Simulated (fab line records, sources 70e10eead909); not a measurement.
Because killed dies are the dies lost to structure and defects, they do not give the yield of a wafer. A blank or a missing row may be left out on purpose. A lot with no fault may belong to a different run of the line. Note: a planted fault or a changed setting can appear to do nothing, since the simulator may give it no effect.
Which tool did it? ; flow nand harc ; 24 lots, 72 wafers sampled, at 6 steps of a route of 1159

== WHAT THE GAUGES READ, wafer by wafer ==
No reading from a measuring or inspecting step in the record can be judged against a usual standard deviation.

== TOOL THAT RAN EACH LOT (tool first, then ch and the chambers of the sampled wafers, then the start) ==
lot;NHARC_A_CHANNEL_FILL_D1_ETCHBACK_19;NHARC_A_CHANNEL_FILL_D1_CMP_10;NHARC_A_STAIRCASE_TRIM_20;NHARC_A_STAIRCASE_TRIM_26;NHARC_A_STAIRCASE_ETCH_197;NHARC_A_STAIRCASE_TRIM_220
L074;rie si-03 ch 1,3, day 9 15:10;cmp-04 ch 0,1,2, day 10 14:34;rie diel-08 ch 0,3, day 10 19:51;rie diel-08 ch 0,2, day 11 02:38 or earlier;rie diel-08 ch 0,1,3, day 11 02:38 or earlier;rie diel-07 ch 0,1,3, day 11 02:38
L077;rie si-02 ch 0,3, day 10 06:13;cmp-04 ch 0,1, day 11 05:37;rie diel-07 ch 0,1, day 11 10:25;rie diel-07 ch 2,3, day 11 18:59 or earlier;rie diel-08 ch 2,3, day 11 18:59 or earlier;rie diel-07 ch 2,3, day 11 18:59
L075;rie si-03 ch 0,2,3, day 10 06:14;cmp-01 ch 0,1, day 11 05:38;rie diel-07 ch 0,1, day 11 10:49;rie diel-07 ch 0,1,3, day 11 19:36 or earlier;rie diel-08 ch 0,3, day 11 19:36 or earlier;rie diel-07 ch 0,2,3, day 11 19:36
L076;rie si-02 ch 0,1,3, day 10 11:17;cmp-04 ch 1,2, day 11 14:11;rie diel-02 ch 0,1,3, day 11 19:23;rie diel-02 ch 1,3, day 12 02:38 or earlier;rie diel-08 ch 1,2,3, day 12 02:38 or earlier;rie diel-02 ch 0,1, day 12 02:38
L079;rie si-05 ch 2,3, day 10 19:23;cmp-03 ch 1,2, day 11 18:35;rie diel-07 ch 0,1,3, day 12 01:50;rie diel-07 ch 0,1,2, day 12 08:59 or earlier;rie diel-07 ch 0,1,3, day 12 08:59 or earlier;rie diel-08 ch 0,3, day 12 08:59
L080;rie si-03 ch 0,1, day 10 19:23;cmp-01 ch 0,1,2, day 11 18:37;rie diel-02 ch 0,1,3, day 11 23:52;rie diel-02 ch 1,3, day 12 07:08 or earlier;rie diel-07 ch 0,1,2, day 12 07:08 or earlier;rie diel-07 ch 1,2, day 12 07:08
L078;rie si-03 ch 2,3, day 11 01:04;cmp-03 ch 1,2,3, day 12 00:35;rie diel-02 ch 1,3, day 12 05:12;rie diel-02 ch 0,3, day 12 12:22 or earlier;rie diel-07 ch 2,3, day 12 12:22 or earlier;rie diel-08 ch 1,2, day 12 12:22
L081;rie si-03 ch 1,3, day 11 05:12;cmp-04 ch 0,2,3, day 12 04:22;rie diel-02 ch 0,1,3, day 12 09:28;rie diel-02 ch 0,1, day 12 16:11 or earlier;rie diel-08 ch 2,3, day 12 16:11 or earlier;rie diel-07 ch 0,1,3, day 12 16:11
L082;rie si-03 ch 0,1,3, day 11 15:05;cmp-03 ch 1,2, day 12 14:50;rie diel-02 ch 0,1,2, day 12 19:49;rie diel-02 ch 1,2,3, day 13 02:41 or earlier;rie diel-02 ch 1,2, day 13 02:41 or earlier;rie diel-02 ch 0,3, day 13 02:41
L083;rie si-02 ch 1,2,3, day 11 15:06;cmp-04 ch 0,2, day 12 14:46;rie diel-08 ch 0,2, day 12 19:31;rie diel-08 ch 0,2,3, day 13 02:29 or earlier;rie diel-08 ch 0,2, day 13 02:29 or earlier;rie diel-02 ch 0,2,3, day 13 02:29
L085;rie si-02 ch 0,2, day 12 04:43;cmp-03 ch 0,2,3, day 13 07:49;rie diel-02 ch 0,2,3, day 13 12:44;rie diel-02 ch 0,1,2, day 13 19:45 or earlier;rie diel-02 ch 0,1, day 13 19:45 or earlier;rie diel-07 ch 1,2,3, day 13 19:45
L084;rie si-05 ch 1,2,3, day 12 04:43;cmp-03 ch 1,3, day 13 04:00;rie diel-02 ch 0,1,3, day 13 08:53;rie diel-02 ch 0,1,2, day 13 15:25 or earlier;rie diel-08 ch 1,2, day 13 15:25 or earlier;rie diel-07 ch 0,1, day 13 15:25
L087;rie si-05 ch 0,2, day 12 19:18;cmp-01 ch 0,1,2, day 13 18:59;rie diel-02 ch 0,1, day 14 00:44;rie diel-02 ch 0,3, day 14 08:19 or earlier;rie diel-07 ch 0,1,2, day 14 08:19 or earlier;rie diel-02 ch 0,2,3, day 14 08:19
L086;rie si-03 ch 1,2, day 12 19:19;cmp-03 ch 0,2,3, day 13 18:57;rie diel-08 ch 0,1,2, day 14 00:40;rie diel-08 ch 0,1,2, day 14 06:56 or earlier;rie diel-02 ch 0,2,3, day 14 06:56 or earlier;rie diel-02 ch 0,2,3, day 14 06:56
L088;rie si-05 ch 1,2, day 13 00:21;cmp-03 ch 0,2,3, day 13 23:41;rie diel-02 ch 0,1,3, day 14 04:39;rie diel-02 ch 0,1, day 14 12:16 or earlier;rie diel-07 ch 1,2,3, day 14 12:16 or earlier;rie diel-02 ch 0,2, day 14 12:16
L089;rie si-02 ch 0,2,3, day 13 09:38;cmp-03 ch 0,1,3, day 14 09:04;rie diel-02 ch 0,1,3, day 14 15:34;rie diel-07 ch 1,2,3, day 15 00:35 or earlier;rie diel-07 ch 0,1,3, day 15 00:35 or earlier;rie diel-07 ch 0,2, day 15 00:35
L090;rie si-03 ch 2,3, day 13 09:40;cmp-04 ch 0,1, day 14 09:00;rie diel-07 ch 2,3, day 14 14:17;rie diel-07 ch 0,1,2, day 14 23:51 or earlier;rie diel-07 ch 1,2, day 14 23:51 or earlier;rie diel-08 ch 0,2, day 14 23:51
L091;rie si-03 ch 1,2, day 13 21:06;cmp-03 ch 0,2,3, day 14 20:16;rie diel-07 ch 0,3, day 15 01:32;rie diel-07 ch 0,2,3, day 15 08:06 or earlier;rie diel-02 ch 0,1,2, day 15 08:06 or earlier;rie diel-07 ch 1,2,3, day 15 08:06
L092;rie si-02 ch 0,1,3, day 13 21:07;cmp-01 ch 1,2, day 14 20:15;rie diel-08 ch 2,3, day 15 01:19;rie diel-08 ch 0,1,2, day 15 09:38 or earlier;rie diel-02 ch 0,1,2, day 15 09:38 or earlier;rie diel-08 ch 0,1,3, day 15 09:38
L093;rie si-05 ch 0,1,2, day 14 07:41;cmp-03 ch 0,1,2, day 15 06:52;rie diel-08 ch 1,3, day 15 11:40;rie diel-08 ch 0,2,3, day 15 18:07 or earlier;rie diel-02 ch 1,2,3, day 15 18:07 or earlier;rie diel-07 ch 0,2,3, day 15 18:07
L094;rie si-02 ch 0,1,3, day 14 13:08;cmp-01 ch 0,1,3, day 15 15:22;rie diel-08 ch 1,2,3, day 15 20:20;rie diel-08 ch 0,3, day 16 02:53 or earlier;rie diel-08 ch 0,1, day 16 02:53 or earlier;rie diel-07 ch 1,2, day 16 02:53
L097;rie si-05 ch 1,2,3, day 14 19:45;cmp-04 ch 0,1, day 15 18:50;rie diel-02 ch 0,1,2, day 16 00:19;rie diel-02 ch 1,2,3, day 16 07:53 or earlier;rie diel-02 ch 0,1,3, day 16 07:53 or earlier;rie diel-08 ch 2,3, day 16 07:53
L095;rie si-02 ch 0,1,2, day 14 19:46;cmp-01 ch 0,2,3, day 15 18:53;rie diel-02 ch 1,2,3, day 15 23:46;rie diel-02 ch 0,1, day 16 07:31 or earlier;rie diel-08 ch 0,1,3, day 16 07:31 or earlier;rie diel-08 ch 2,3, day 16 07:31
L096;rie si-02 ch 0,1,3, day 15 01:14;cmp-04 ch 0,1,3, day 16 01:53;rie diel-02 ch 0,2,3, day 16 06:41;rie diel-02 ch 1,2,3, day 16 14:43 or earlier;rie diel-07 ch 0,2,3, day 16 14:43 or earlier;rie diel-07 ch 0,2,3, day 16 14:43
- NHARC_A_CHANNEL_FILL_D1_ETCHBACK_19: etches the open film in HBr/Cl2, target depth 5 nm, time 1.7 s.
- NHARC_A_CHANNEL_FILL_D1_CMP_10: polishes, target thk 150 nm.
- NHARC_A_STAIRCASE_TRIM_20: chemistry O2, time 211.2 s.
- NHARC_A_STAIRCASE_TRIM_26: chemistry O2, time 211.2 s.
- NHARC_A_STAIRCASE_ETCH_197: etches the open film in C4F8/O2, target depth 100 nm, time 40.5 s.
- NHARC_A_STAIRCASE_TRIM_220: chemistry O2, time 211.2 s.

== WHAT THE TOOLS THEMSELVES READ (means of the sampled wafers that have a number; where no wafer has one, the mark that the record gives instead) ==
NHARC_A_CHANNEL_FILL_D1_ETCHBACK_19.
lot;tool;drypump motor current A (A);oes product au (a.u.);throttle valve pct (%)
L074;rie si-03;5.6;1.001;26.407
L077;rie si-02;6.1;1.000;26.410
L075;rie si-03;5.4;0.999;26.400
L076;rie si-02;5.6;0.992;26.403
L079;rie si-05;5.6;1.001;26.403
L080;rie si-03;5.9;1.002;26.402
L078;rie si-03;5.3;0.995;26.407
L081;rie si-03;5.6;1.005;26.409
L082;rie si-03;5.6;1.002;26.405
L083;rie si-02;5.8;0.996;26.405
L085;rie si-02;6.1;0.992;26.398
L084;rie si-05;5.3;1.001;26.408
L087;rie si-05;5.5;0.991;26.404
L086;rie si-03;5.6;0.990;26.408
L088;rie si-05;5.2;0.998;26.418
L089;rie si-02;6.1;0.998;26.404
L090;rie si-03;5.3;1.000;26.411
L091;rie si-03;5.7;0.993;26.411
L092;rie si-02;5.6;0.996;26.409
L093;rie si-05;5.3;1.013;26.406
L094;rie si-02;5.6;0.997;26.412
L097;rie si-05;5.3;1.004;26.401
L095;rie si-02;5.7;0.992;26.395
L096;rie si-02;5.6;0.989;26.409

NHARC_A_CHANNEL_FILL_D1_CMP_10.
lot;tool;motor current A (A);time to endpoint s (s)
L074;cmp-04;13.4;17.6
L077;cmp-04;13.4;14.8
L075;cmp-01;11.4;17.1
L076;cmp-04;13.9;14.0
L079;cmp-03;12.4;13.7
L080;cmp-01;11.1;13.9
L078;cmp-03;12.1;13.9
L081;cmp-04;12.0;15.3
L082;cmp-03;12.2;13.5
L083;cmp-04;12.2;13.4
L085;cmp-03;12.1;11.4
L084;cmp-03;12.8;11.6
L087;cmp-01;11.3;15.1
L086;cmp-03;12.1;12.1
L088;cmp-03;12.1;11.5
L089;cmp-03;13.0;13.3
L090;cmp-04;13.6;16.6
L091;cmp-03;11.9;15.5
L092;cmp-01;10.5;15.8
L093;cmp-03;12.6;12.9
L094;cmp-01;11.3;18.0
L097;cmp-04;12.2;15.8
L095;cmp-01;11.4;18.7
L096;cmp-04;11.8;14.7

NHARC_A_STAIRCASE_TRIM_20.
lot;tool;drypump motor current A (A);oes product au (a.u.);rf vpp V (V);showerhead plenum p Torr (Torr);throttle valve pct (%)
L074;rie diel-08;6.3;1.002;57.4;3.65;17.037
L077;rie diel-07;4.8;1.003;59.4;3.74;17.032
L075;rie diel-07;4.8;1.002;58.4;3.66;17.029
L076;rie diel-02;5.5;0.994;58.6;3.57;17.036
L079;rie diel-07;5.1;0.998;57.8;3.57;17.049
L080;rie diel-02;5.5;1.005;58.4;3.57;17.040
L078;rie diel-02;5.4;0.998;57.1;3.40;17.035
L081;rie diel-02;5.5;0.999;58.0;3.57;17.049
L082;rie diel-02;5.8;0.999;58.3;3.66;17.026
L083;rie diel-08;6.0;0.991;57.9;3.54;17.040
L085;rie diel-02;5.8;1.000;58.4;3.54;17.041
L084;rie diel-02;5.5;0.989;57.7;3.56;17.040
L087;rie diel-02;5.6;1.005;58.5;3.72;17.037
L086;rie diel-08;6.3;0.998;57.5;3.52;17.035
L088;rie diel-02;5.5;0.999;57.9;3.56;17.037
L089;rie diel-02;5.5;0.997;57.8;3.55;17.034
L090;rie diel-07;5.3;0.987;57.6;3.47;17.036
L091;rie diel-07;5.1;1.004;58.0;3.63;17.036
L092;rie diel-08;6.3;1.007;57.4;3.41;17.038
L093;rie diel-08;6.4;1.009;58.2;3.61;17.036
L094;rie diel-08;6.4;1.015;57.6;3.50;17.036
L097;rie diel-02;5.8;0.997;57.8;3.65;17.030
L095;rie diel-02;5.7;0.999;57.3;3.66;17.032
L096;rie diel-02;5.8;0.991;58.5;3.71;17.045

NHARC_A_STAIRCASE_TRIM_26.
lot;tool;drypump motor current A (A);oes product au (a.u.);rf vpp V (V);showerhead plenum p Torr (Torr);throttle valve pct (%)
L074;rie diel-08;6.1;0.991;57.7;3.55;17.039
L077;rie diel-07;5.6;0.999;57.5;3.41;17.039
L075;rie diel-07;5.1;0.998;57.7;3.58;17.033
L076;rie diel-02;5.3;1.001;57.3;3.52;17.038
L079;rie diel-07;4.9;0.997;58.8;3.65;17.036
L080;rie diel-02;5.3;1.006;57.3;3.52;17.034
L078;rie diel-02;5.6;0.996;57.7;3.62;17.045
L081;rie diel-02;5.4;0.992;58.4;3.68;17.035
L082;rie diel-02;5.7;0.990;57.6;3.49;17.040
L083;rie diel-08;6.2;1.002;57.4;3.53;17.038
L085;rie diel-02;5.8;0.993;58.1;3.65;17.037
L084;rie diel-02;5.7;1.004;57.8;3.65;17.044
L087;rie diel-02;5.6;1.002;58.1;3.61;17.033
L086;rie diel-08;6.3;1.006;58.3;3.52;17.036
L088;rie diel-02;5.6;0.998;58.3;3.72;17.037
L089;rie diel-07;5.2;0.992;57.7;3.48;17.029
L090;rie diel-07;4.9;1.001;58.2;3.64;17.040
L091;rie diel-07;5.2;1.002;57.0;3.55;17.033
L092;rie diel-08;6.2;0.999;57.1;3.52;17.030
L093;rie diel-08;6.2;1.014;57.1;3.52;17.034
L094;rie diel-08;6.1;1.000;57.6;3.63;17.042
L097;rie diel-02;5.6;1.001;58.0;3.65;17.034
L095;rie diel-02;5.4;0.999;58.2;3.66;17.045
L096;rie diel-02;5.7;0.996;58.1;3.65;17.044

NHARC_A_STAIRCASE_ETCH_197.
lot;tool;oes product au (a.u.);rf vpp V (V)
L074;rie diel-08;0.976;900
L077;rie diel-08;0.979;895
L075;rie diel-08;0.949;900
L076;rie diel-08;0.955;896
L079;rie diel-07;0.954;898
L080;rie diel-07;0.949;901
L078;rie diel-07;0.953;891
L081;rie diel-08;0.968;896
L082;rie diel-02;0.975;899
L083;rie diel-08;0.937;897
L085;rie diel-02;0.937;903
L084;rie diel-08;0.954;896
L087;rie diel-07;0.934;900
L086;rie diel-02;0.938;896
L088;rie diel-07;0.970;894
L089;rie diel-07;0.935;896
L090;rie diel-07;0.953;897
L091;rie diel-02;0.957;900
L092;rie diel-02;0.960;901
L093;rie diel-02;0.944;901
L094;rie diel-08;0.926;900
L097;rie diel-02;0.965;904
L095;rie diel-08;0.978;899
L096;rie diel-07;0.968;897

NHARC_A_STAIRCASE_TRIM_220.
lot;tool;drypump motor current A (A);oes product au (a.u.);rf vpp V (V);showerhead plenum p Torr (Torr);throttle valve pct (%)
L074;rie diel-07;5.1;1.001;57.4;3.58;17.039
L077;rie diel-07;5.3;1.006;57.6;3.48;17.036
L075;rie diel-07;5.2;1.004;58.6;3.56;17.035
L076;rie diel-02;5.4;1.000;58.6;3.68;17.034
L079;rie diel-08;6.1;0.999;58.8;3.64;17.035
L080;rie diel-07;4.9;1.003;58.7;3.57;17.044
L078;rie diel-08;6.4;1.002;57.5;3.52;17.033
L081;rie diel-07;5.1;1.010;57.7;3.57;17.042
L082;rie diel-02;5.6;1.001;58.3;3.62;17.039
L083;rie diel-02;5.8;0.999;57.5;3.55;17.045
L085;rie diel-07;5.2;0.997;57.8;3.48;17.037
L084;rie diel-07;4.8;0.994;59.1;3.65;17.034
L087;rie diel-02;5.8;0.995;57.6;3.54;17.031
L086;rie diel-02;5.8;0.996;57.3;3.54;17.028
L088;rie diel-02;6.1;0.995;59.0;3.63;17.035
L089;rie diel-07;4.9;0.997;58.2;3.71;17.030
L090;rie diel-08;6.1;0.998;57.9;3.53;17.041
L091;rie diel-07;5.2;0.998;57.2;3.47;17.042
L092;rie diel-08;6.3;1.009;57.5;3.62;17.039
L093;rie diel-07;5.2;1.004;58.5;3.54;17.038
L094;rie diel-07;5.0;0.997;57.3;3.55;17.026
L097;rie diel-08;6.3;1.009;57.7;3.40;17.041
L095;rie diel-08;6.3;1.004;57.8;3.40;17.042
L096;rie diel-07;5.2;1.001;58.7;3.54;17.033

== THE ANSWER, worked out from the rows above alone ==
Rule: usual is defined by the lots themselves. Put in order of their means at a reading, lots are off if they are a third of the lots or fewer, leave a main group of 4 or more, and stand apart from it by a gap of 3 or more times the standard deviation of the main group's means; of several such gaps the widest counts. A main group is skipped when, at the precision printed for the reading in the tables above, its means are all equal. Also off: a lot with no number at a reading for which 4 or more lots have one. Any other lot the step has rows for is counted as sound. First the gauges in route order, then the tools' own readings, where a lot's mean is used as printed above. At the first step where some lot is off, the reading lying furthest off is the one used; lots without a number count as furthest.
No lot is off on any of the readings shown, so nothing can be concluded from this.

== WHAT WAS PUT IN BY THE SIMULATOR ==
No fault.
